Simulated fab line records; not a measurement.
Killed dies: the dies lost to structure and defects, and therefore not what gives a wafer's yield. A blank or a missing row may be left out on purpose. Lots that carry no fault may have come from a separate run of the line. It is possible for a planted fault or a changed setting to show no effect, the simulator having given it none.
A struck lot beside a sound one    flow n5 finfet    38 steps out of a route of 1938
Sound: the wafers L901.2, L901.3, L901.6. Wafers L911.2, L911.5, L911.6 were the ones struck. The cause is given at the end.
Each step with rows lists, per side, the tool, then ch with its chambers, then its first start. Under that, the readings that differ: sound wafers    struck wafers    difference of the means    sigmas: that difference in standard deviations of wafers without a fault.
alike: readings whose means differ by less than 2 such deviations, and words and numbers that are the same on both sides. not compared: withheld readings, readings that some wafer has no value for, bounds like >300 that may hide the same value, and numbers for which the record gives no deviation and whose values overlap.
Wherever a step has rows on one side only, a row that says differs or no value, or a row with sigmas, the two part there. Numbers that don't overlap but have no deviation are shown without sigmas and don't part them. Lack of a reading on every wafer of one side parts them only where that side has two or more wafers.

first, 9 steps without rows for these wafers: N5_HKMG_FIN_SOFTBAKE_07 (time 60 s); N5_HKMG_FIN_EXPOSE_09 (exposes mask NWFM); N5_HKMG_FIN_PEB_10 (peb time 60 s); N5_HKMG_FIN_DEVELOP_11 (develop time 30 s); N5_HKMG_FIN_DESCUM_17 (chemistry O2, time 7.9 s); N5_HKMG_FIN_ETCH_31 (etches SiARC in CF4, target depth 45.5 nm, time 75.8 s); N5_HKMG_FIN_ETCH_32 (etches SOC in N2/H2, target depth 240 nm, time 300 s); N5_HKMG_FIN_STRIP_33 (strips in N2/H2); N5_HKMG_FIN_STRIP_34 (strips in CF4).
N5_HKMG_FIN_ETCH_35: etches SOC in N2/H2, target depth 215.8 nm, time 243.4 s.
  sound on rie diel-05 ch 1,2,3, day 4 16:27; struck on rie diel-05 ch 2,3, day 7 07:20
  no value came back on the struck wafers for any of 8 readings (bias w (W), chamber pressure mTorr (mTorr) and others); on the sound wafers bias w (W) reads 5.022 5.004 4.995
reading                                    sound            struck             difference  sigmas
model.SOC_of_HKMG_FIN_COAT_29.thk nm (nm)  86.8 87.2 86     301.2 300.6 301.2  +214.3      
model.HKMG_FIN.feature depth nm (nm)       213.8 213.8 214  238.6 241.2 237.8  +25.3       
  not compared: rf hours counter h
N5_HKMG_FIN_STRIP_92: strips SOC in N2/H2, time 20 s.
  sound on rie diel-05 ch 1,2,3, day 4 16:35; struck on rie diel-05 ch 2,3, day 7 07:29
reading                                    sound         struck           difference  sigmas
model.SOC_of_HKMG_FIN_COAT_29.thk nm (nm)  76.6 77.2 76  290.8 290.6 291  +214.2      
  alike: drypump motor current A, oes product au, rf fwd power W, rf vpp V, showerhead plenum p Torr, throttle valve pct
  not compared: rf hours counter h
then, 26 steps without rows for these wafers: N5_HKMG_FIN_WET_ETCH_18 (etches TiN in SC1, time 55 s, target depth 5.2 nm, rinse time 30 s); N5_HKMG_FIN_STRIP_19 (strips in N2/H2, time 360 s); N5_HKMG_FIN_ALD_91 (deposits TiN, target thk 1 nm, pulse time 1 s, purge time 3 s); N5_HKMG_FIN_COAT_85 (time 60 s, resist thk 300 nm); N5_HKMG_FIN_ETCH_86 (etches SOC in N2/H2, stops on TiN, target depth 393.2 nm); N5_HKMG_FIN_STRIP_89 (strips SOC in N2/H2, time 20 s); N5_HKMG_FIN_WET_ETCH_87 (etches TiN in SC1, time 154.2 s, target depth 4.7 nm, rinse time 30 s); N5_HKMG_FIN_STRIP_88 (strips in N2/H2, time 360 s); N5_HKMG_FIN_NWFM_ALD_20 (deposits TiAlC, target thk 2 nm, pulse time 3 s, purge time 2 s); N5_HKMG_FIN_ALD_71 (deposits TiN, target thk 1 nm, pulse time 1 s, purge time 3 s); N5_HKMG_FIN_COAT_66 (time 60 s, resist thk 300 nm); N5_HKMG_FIN_ETCH_67 (etches SOC in N2/H2, stops on TiN, target depth 388.9 nm); N5_HKMG_FIN_STRIP_90 (strips SOC in N2/H2, time 20 s); N5_HKMG_FIN_WET_ETCH_73 (etches the open film in SC1, time 42.3 s, target depth 1.3 nm, rinse time 30 s); N5_HKMG_FIN_ETCHBACK_68 (etches the open film in Cl2/Ar, stops on HfO2, target depth 0.5 nm); N5_HKMG_FIN_STRIP_69 (strips in N2/H2, time 360 s); N5_HKMG_FIN_ALD_21 (deposits TiN, target thk 1.5 nm, pulse time 1 s, purge time 3 s); N5_HKMG_FIN_ALD_72 (deposits W, target thk 2 nm, pulse time 1 s, purge time 2 s); N5_HKMG_FIN_W_FILL_22 (material W, target thk 60 nm, time 18.2 s); N5_HKMG_FIN_PRECLEAN_83 (cleans in DIW, time 57.5 s); N5_HKMG_FIN_SRD_84 (dry time 32 s); N5_HKMG_FIN_CMP_23 (polishes, stops on SiNx, t overpolish 10 s, target thk 46.326 nm); N5_HKMG_FIN_CMP_94 (polishes, stops on SiNx, t overpolish 4.7 s, target thk 43.299 nm); N5_GATE_CUT_ETCHBACK_00 (etches W in SF6/Cl2); N5_GATE_CUT_ETCH_56 (etches TiN in Cl2/Ar, target depth 21.6 nm); N5_GATE_CUT_ETCHBACK_30 (etches TiN in Cl2/Ar, target depth 3 nm).
N5_BEOL_M4_RC_MEAS_101:
  the record has rows for the sound wafers here (prober-01 ch 0, day 9 00:07) and none for the struck ones

== WHERE THEY PART ==
At N5_HKMG_FIN_ETCH_35 first; at N5_BEOL_M4_RC_MEAS_101 last (within this record only).

WHY: the cause the simulator had injected
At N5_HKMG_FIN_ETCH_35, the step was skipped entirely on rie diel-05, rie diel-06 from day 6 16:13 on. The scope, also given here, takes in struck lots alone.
